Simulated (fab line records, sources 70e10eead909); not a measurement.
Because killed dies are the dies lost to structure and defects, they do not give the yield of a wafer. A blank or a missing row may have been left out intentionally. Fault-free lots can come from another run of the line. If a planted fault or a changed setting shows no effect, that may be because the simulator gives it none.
Which of the tools did it? ; flow nand_harc ; 24 lots, 72 wafers sampled, at 1 step of a route of 1159

== WHAT EACH GAUGE READ, for each wafer ==
NHARC_P_M0_INSPECT_11.
lot;measured;on;raw_defect_count
L074;day 5 20:34;defect_inspect-02;3 2 2
L075;day 5 22:23;defect_inspect-01;3 3 5
L076;day 6 09:52;defect_inspect-01;4 3 5
L077;day 6 12:41;defect_inspect-02;3 3 1
L078;day 6 23:37;defect_inspect-02;3 4 2
L079;day 7 00:01;defect_inspect-01;5 2 4
L081;day 7 07:14;defect_inspect-01;4 3 5
L080;day 7 07:58;defect_inspect-01;3 1 2
L083;day 8 00:24;defect_inspect-02;1 3 3
L082;day 8 03:04;defect_inspect-02;10 7 7
L084;day 8 11:03;defect_inspect-01;7 7 12
L085;day 9 01:45;defect_inspect-01;0 3 6
L086;day 9 02:52;defect_inspect-01;1 5 0
L087;day 9 07:24;defect_inspect-01;4 4 5
L088;day 9 09:34;defect_inspect-01;3 8 6
L090;day 10 00:59;defect_inspect-02;2 1 6
L089;day 10 01:08;defect_inspect-02;4 3 3
L092;day 10 04:43;defect_inspect-02;7 4 4
L091;day 10 05:40;defect_inspect-01;1 5 3
L093;day 10 11:03;defect_inspect-02;2 2 9
L094;day 10 18:07;defect_inspect-01;3 0 2
L095;day 11 00:34;defect_inspect-02;1 2 7
L096;day 11 01:59;defect_inspect-02;3 5 1
L097;day 11 14:38;defect_inspect-02;0 1 2

== TOOL THAT RAN EACH LOT (tool first, then ch and the chambers of the sampled wafers, then the start) ==
The record holds no process step before these readings.

== WHAT THE TOOLS THEMSELVES READ (means of the sampled wafers that have a number; where no wafer has one, the mark that the record gives instead) ==
The record holds no such reading with a usual standard deviation.

== THE ANSWER, worked out from the rows above alone ==
Rule: the usual values come from the lots themselves. Put in order of their means at a reading, lots are off if they are a third of the lots or fewer, leave a main group of 4 or more, and stand apart from it by a gap of 3 or more times the standard deviation of the main group's means; of several such gaps the widest counts. A main group is skipped when, at the precision printed for the reading in the tables above, its means are all equal. A lot without any number at a reading at which 4 lots or more have one is off too. All remaining lots with rows at the step are treated as sound. First the gauges in route order, then the tools' own readings, where a lot's mean is used as printed above. The first step at which some lot is off is used, and at that step the reading that is off furthest; a lot without a number counts as furthest.
No lot is off at any reading shown: from this, nothing can be told.

== WHAT THE SIMULATOR PUT IN ==
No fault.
